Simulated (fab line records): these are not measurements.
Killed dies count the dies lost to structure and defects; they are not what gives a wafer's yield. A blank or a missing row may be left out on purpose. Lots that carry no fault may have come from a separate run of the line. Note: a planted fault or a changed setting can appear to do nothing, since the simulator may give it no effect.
fab line records	flow n5-finfet	part 2 of 2: steps 5 to 6 of 6
record: lots: 21	wafers: 63	last-day: 18
route steps=1938 shown BEOL_M0_SAQP@656 BEOL_M0@726
lots that met no fault: taken from a fault-free run of the same line
start-h: hours from the record's opening day to when the first of the lot's shown wafers began	wait-h: hours since the lot's step before	" as in the row above	L1.1+2: one row covering several wafers at once	- either no value or no given start	* or withheld: withheld	< > ~ a bound
route shown NAME@n: NAME is a module with steps in the file, n the number in the route of the first one	usual: mean/standard deviation of fault-free wafers	same: alike in all rows	chamber/n: place in a boat	sites: readings site by site	_std_site: the values' standard deviation	_edge_site: mean of outer sites minus mean of inner sites	radius-mm: how far each site lies from the wafer's centre	mask NAME#n: copy n	behind: the last tool/chamber to shape the wafer	hold: reason for holding the lot/hours on hold/outcome of the hold	device: transistor that didn't switch, given as n, p or np	end of line: the route-end tests of the same wafers	a step without rows: its recipe alone	killed: count of dies lost to structure and defects at first sort (not the wafer's yield)	map: dies across one wafer; x = killed, . = not, _ = none there
set.NAME: the setting that was run; set.NAME@STEP: the one run at that earlier step	model.NAME: the simulator's own value behind a step, which no gauge read
one table for each step of the route and one row for each wafer, over a sample of lots
services: from which hour (start-h, from the record's first day; less than 0 if before it) a tool's chamber was out of use, for how many hours, and why
== steps ==
step: N5_BEOL_M0_SAQP_ALD_48
recipe: material: SiO2	target-thk-a: 200	temp-c: 100	ald-precursor-family: BDEAS	ald-co-reactant: O2-plasma	pulse-time-s: 1	co-reactant-pulse-time-s: 1	purge-time-s: 2	co-reactant-purge-time-s: 2	ald-cycles: 139	pressure-torr: 2
usual: heater-power-outer-w: 39/5	heater-power-w: 76/8.6	precursor-pulse-height-rel: 1.002/0.02
same: pulse-time-s: 1
lot.wafer	tool	chamber	start-h	wait-h	heater-power-outer-w	heater-power-w	precursor-pulse-height-rel
L074.2	ald-sin-02	2	117.53	0.1	40	78	0.976
L074.3	"	0	"	"	44	83	1.031
L074.6	"	2	"	"	40	78	0.966
L075.2	ald-sin-04	1	119.10	0.0	38	82	1.014
L075.5	"	0	"	"	36	73	0.988
L075.6	"	1	"	"	38	83	0.992
L076.1	ald-sin-03	1	126.58	0.0	46	87	0.983
L076.4	"	3	"	"	50	85	0.991
L076.6	"	3	"	"	49	84	1.004
L077.2	ald-sin-02	3	133.57	0.7	34	69	1.010
L077.5	"	0	"	"	42	82	1.006
L077.6	"	3	"	"	33	69	1.004
L079.1	ald-sin-04	3	147.26	0.5	41	79	0.992
L079.2	"	2	"	"	37	72	1.052
L079.4	"	0	"	"	35	72	1.012
L080.1	ald-sin-02	2	148.96	0.5	40	78	0.976
L080.3	"	3	"	"	34	68	1.016
L080.4	"	0	"	"	44	83	0.993
L081.1	ald-sin-02	0	159.03	0.0	44	82	1.025
L081.3	"	3	"	"	34	68	0.989
L081.5	"	0	"	"	44	83	1.007
L082.2	ald-sin-03	3	165.11	0.4	49	84	1.004
L082.4	"	2	"	"	30	59	1.011
L082.6	"	2	"	"	29	59	1.013
L084.3	ald-sin-04	3	180.67	0.2	42	82	1.025
L084.4	"	2	"	"	36	71	0.985
L084.5	"	1	"	"	38	79	0.969
L085.1	ald-sin-04	3	183.21	1.4	40	80	0.994
L085.4	"	2	"	"	37	72	1.003
L085.5	"	2	"	"	36	70	0.978
L087.3	ald-sin-04	1	195.34	0.5	40	79	1.002
L087.4	"	1	"	"	38	80	0.966
L087.6	"	2	"	"	36	71	1.006
L088.2	ald-sin-04	2	199.12	0.3	37	72	1.018
L088.3	"	1	"	"	39	81	1.034
L088.5	"	2	"	"	38	70	0.981
L089.1	ald-sin-03	2	208.62	1.2	30	58	1.007
L089.2	"	1	"	"	45	87	0.963
L089.4	"	3	"	"	48	87	1.014
L090.3	ald-sin-04	3	210.58	0.0	42	80	1.036
L090.4	"	0	"	"	36	71	0.960
L090.6	"	1	"	"	38	79	1.029
L091.1	ald-sin-03	3	216.68	0.3	49	85	1.026
L091.3	"	2	"	"	30	58	0.977
L091.4	"	1	"	"	45	85	0.995
L092.2	ald-sin-04	3	221.09	0.0	41	78	1.020
L092.4	"	1	"	"	40	81	0.979
L092.6	"	2	"	"	36	69	1.001
L093.2	ald-sin-04	3	226.02	0.0	41	80	0.998
L093.5	"	3	"	"	41	79	0.979
L093.6	"	0	"	"	35	72	1.023
L094.1	ald-sin-04	3	232.16	0.0	41	79	1.020
L094.4	"	1	"	"	38	82	0.991
L094.6	"	1	"	"	39	82	0.987
L095.1	ald-sin-04	3	240.32	0.3	41	81	1.017
L095.3	"	0	"	"	36	71	1.015
L095.4	"	2	"	"	37	70	0.980
L096.2	ald-sin-04	3	243.44	0.0	41	81	1.013
L096.3	"	1	"	"	38	79	0.973
L096.4	"	0	"	"	36	70	1.050
L097.1	ald-sin-03	0	247.38	0.0	37	71	1.012
L097.2	"	1	"	"	45	85	0.980
L097.6	"	0	"	"	38	69	0.988
step: N5_BEOL_M0_ETCH_109
recipe: chemistry: CH3F/O2	target-depth-a: 80	overetch-a: 24	target: SiCN	time-s: 27.4	ion-energy-ev: 120	pressure-mtorr: 30	source-w: 395	bias-w: 75	Ar_flow_sccm: 150	CH3F_flow_sccm: 30	O2_flow_sccm: 20
usual: drypump-motor-current-A: 5.8/0.46	oes-product-au: 0.71/0.077	rf-vpp-V: 297.8/1.3	showerhead-plenum-p-Torr: 2.02/0.052	throttle-valve-pct: 16.29/0.24
lot.wafer	tool	chamber	start-h	wait-h	drypump-motor-current-A	oes-product-au	rf-hours-counter-h	rf-vpp-V	showerhead-plenum-p-Torr	throttle-valve-pct
L074.2	rie-diel-01	1	120.54	0.8	6.4	0.75	47	299.0	2.04	15.94
L074.3	"	2	"	"	5.3	0.60	216	297.8	1.98	16.54
L074.6	"	0	"	"	6.7	0.59	-	298.2	2.06	16.57
L075.2	rie-diel-06	3	121.91	0.0	5.7	0.65	157	297.9	1.99	16.60
L075.5	"	2	"	"	5.6	0.61	-	297.8	2.06	16.60
L075.6	"	1	"	"	6.1	0.80	-	299.3	2.15	16.08
L076.1	rie-diel-01	1	129.29	0.0	6.4	0.74	51	298.4	2.03	15.95
L076.4	"	2	"	"	5.3	0.61	220	297.3	1.98	16.57
L076.6	"	1	"	"	6.4	0.75	-	298.2	2.03	15.94
L077.2	rie-diel-03	1	137.03	0.0	6.0	0.76	26	295.8	1.97	16.28
L077.5	"	1	"	"	6.0	0.78	-	296.9	1.97	16.30
L077.6	"	3	"	"	5.7	0.61	-	296.8	1.95	16.27
L079.1	rie-diel-01	0	149.17	0.0	6.7	0.59	244	297.6	2.05	16.59
L079.2	"	2	"	"	5.3	0.61	225	296.2	1.98	16.57
L079.4	"	1	"	"	6.4	0.76	57	297.7	2.03	15.96
L080.1	rie-diel-06	2	151.22	0.0	5.5	0.58	238	297.7	2.06	16.62
L080.3	"	3	"	"	5.7	0.64	169	297.5	1.98	16.62
L080.4	"	0	"	"	5.1	0.69	124	298.2	2.10	16.38
L081.1	rie-diel-03	2	161.46	0.0	5.3	0.78	21	298.1	2.04	16.26
L081.3	"	0	"	"	5.9	0.81	10	299.0	2.04	16.30
L081.5	"	1	"	"	6.0	0.76	-	295.9	1.97	16.29
L082.2	rie-diel-06	1	169.60	0.6	6.0	0.77	30	300.5	2.14	16.10
L082.4	"	3	"	"	5.7	0.64	173	295.5	1.98	16.63
L082.6	"	3	"	"	5.7	0.64	-	295.7	1.98	16.62
L084.3	rie-diel-03	1	183.60	0.0	6.0	0.74	45	295.9	1.97	16.31
L084.4	"	0	"	"	5.9	0.79	17	298.6	2.04	16.29
L084.5	"	2	"	"	5.4	0.77	-	296.9	2.04	16.27
L085.1	rie-diel-01	1	190.41	0.1	6.4	0.72	74	298.0	2.03	15.98
L085.4	"	0	"	"	6.7	0.83	1	298.5	2.05	16.07
L085.5	"	0	"	"	6.7	0.82	-	298.7	2.05	16.08
L087.3	rie-diel-03	0	198.12	0.2	5.9	0.78	23	298.7	2.04	16.28
L087.4	"	3	"	"	5.7	0.80	13	296.8	1.95	15.83
L087.6	"	3	"	"	5.8	0.80	-	297.2	1.95	15.83
L088.2	rie-diel-01	0	200.99	0.0	6.7	0.81	6	298.1	2.05	16.09
L088.3	"	1	"	"	6.4	0.72	79	297.3	2.02	16.01
L088.5	"	2	"	"	5.3	0.60	-	296.5	1.97	16.62
L089.1	rie-diel-06	0	211.33	0.1	5.1	0.67	150	300.0	2.09	16.42
L089.2	"	2	"	"	5.6	0.84	2	298.4	2.05	16.11
L089.4	"	3	"	"	5.6	0.63	191	295.8	1.97	16.67
L090.3	rie-diel-03	3	214.66	0.1	5.7	0.78	18	297.5	1.95	15.85
L090.4	"	2	"	"	5.3	0.75	41	299.2	2.03	16.29
L090.6	"	2	"	"	5.3	0.75	-	299.2	2.03	16.31
L091.1	rie-diel-03	3	220.80	0.1	5.7	0.78	20	295.3	1.95	15.85
L091.3	"	0	"	"	5.9	0.75	30	298.1	2.04	16.31
L091.4	"	2	"	"	5.3	0.74	42	297.6	2.03	16.29
L092.2	rie-diel-03	0	223.36	0.2	5.9	0.75	31	296.8	2.03	16.31
L092.4	"	2	"	"	5.3	0.75	43	298.9	2.03	16.29
L092.6	"	1	"	"	6.0	0.74	-	296.9	1.96	16.34
L093.2	rie-diel-01	2	229.60	0.0	5.3	0.82	1	297.6	1.97	16.12
L093.5	"	0	"	"	6.7	0.78	-	297.3	2.05	16.12
L093.6	"	3	"	"	5.4	0.59	-	295.2	1.97	16.55
L094.1	rie-diel-06	2	234.99	0.0	5.6	0.81	10	300.0	2.05	16.14
L094.4	"	3	"	"	5.7	0.64	199	297.9	1.97	16.67
L094.6	"	3	"	"	5.7	0.62	-	297.9	1.97	16.68
L095.1	rie-diel-03	2	243.41	0.5	5.3	0.74	50	297.9	2.03	16.30
L095.3	"	3	"	"	5.7	0.78	27	295.8	1.95	15.87
L095.4	"	0	"	"	5.9	0.77	38	297.8	2.03	16.36
L096.2	rie-diel-03	3	246.31	0.0	5.7	0.76	28	296.6	1.95	15.87
L096.3	"	2	"	"	5.3	0.74	51	298.2	2.03	16.32
L096.4	"	0	"	"	5.9	0.75	39	298.6	2.03	16.36
L097.1	rie-diel-01	2	256.42	0.0	5.3	0.79	10	296.7	1.97	16.15
L097.2	"	1	"	"	6.4	0.70	99	297.8	2.02	16.03
L097.6	"	2	"	"	5.3	0.79	-	296.9	1.97	16.17
== services ==
tool	chamber	start-h	hours	kind
rie-diel-03	2	91.31	7.1	repair
ald-sin-04	1	91.70	3.7	repair
rie-si-06	-	93.60	2.1	repair
ald-sin-03	0	95.77	2.0	repair
rie-diel-03	-	111.30	2.4	repair
rie-diel-06	1	132.23	6.0	repair
rie-diel-06	0	133.63	5.5	repair
rie-si-03	3	138.95	7.1	repair
rie-diel-06	-	139.31	0.5	repair
ald-sin-02	-	139.72	0.6	repair
rie-diel-04	1	142.41	4.1	repair
rie-diel-05	0	149.93	9.9	repair
rie-diel-06	3	155.87	5.8	repair
rie-diel-02	1	158.69	-	clean
rie-si-03	1	165.83	4.1	repair
ald-sin-02	-	177.33	14.0	pm
ald-sin-04	3	194.48	12.8	repair
rie-si-01	-	200.69	0.3	repair
rie-si-03	3	206.51	30.3	repair
rie-si-03	1	209.33	14.4	repair
rie-diel-03	-	221.21	0.3	repair
ald-sin-02	3	229.51	6.3	repair
ald-sin-02	2	241.07	9.7	repair
rie-si-06	2	245.23	5.5	repair
